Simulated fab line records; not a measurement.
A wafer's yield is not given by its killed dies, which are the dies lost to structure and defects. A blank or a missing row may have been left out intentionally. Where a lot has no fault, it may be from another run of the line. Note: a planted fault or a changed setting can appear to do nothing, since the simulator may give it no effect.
Chamber matching    flow n5Finfet    4 sister chambers for N5_FIN_SAQP_ETCH_34 on rieDiel-06
The step etches SiO2 in C4F6/O2, target depth 45 nm, time 15 s. 8 wafers are shown with their chamber, then 7 later ones without.

## WAFERS PAIRED WITH THEIR CHAMBERS
wafer   chamber  showerheadPlenumPTorr (Torr)  rfVppV (V)
L078.1  0        2.95                          650
L085.5  2        2.76                          673
L087.3  2        2.75                          672
L089.2  1        2.89                          678
L089.3  3        2.76                          674
L089.5  0        2.94                          650
L092.1  3        2.76                          674
L092.2  1        2.89                          678

## WAFERS WHOSE CHAMBER IS MISSING
wafer   showerheadPlenumPTorr (Torr)  rfVppV (V)
L092.5  2.89                          679
L095.1  2.76                          675
L095.4  2.94                          650
L095.5  2.75                          674
L097.1  2.93                          651
L097.3  2.75                          676
L097.5  2.75                          674

## THE CHAMBER EACH PASSED THROUGH
wafer    from the rows above   in truth
L092.5   1                     1
L095.1   3                     3
L095.4   0                     0
L095.5   3                     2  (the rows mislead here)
L097.1   0                     0
L097.3   3                     3
L097.5   3                     3
Correct placement for 6 of the 7. Number that these rows cannot place: 0. 1 placed wrongly.
How it was worked out, from the rows above alone: a wafer's distance from a chamber is the root of the sum, over the readings, of the square of ((its reading less the chamber's mean) divided by the reading's scatter). The wafer belongs to the nearest chamber; if the next one is less than 2 further off, it can't be placed. The mean given for a chamber averages the wafers shown for that chamber. The scatter: the root of (the sum of the squares of (reading less its chamber's mean) over the shown wafers, divided by (wafers less chambers)).
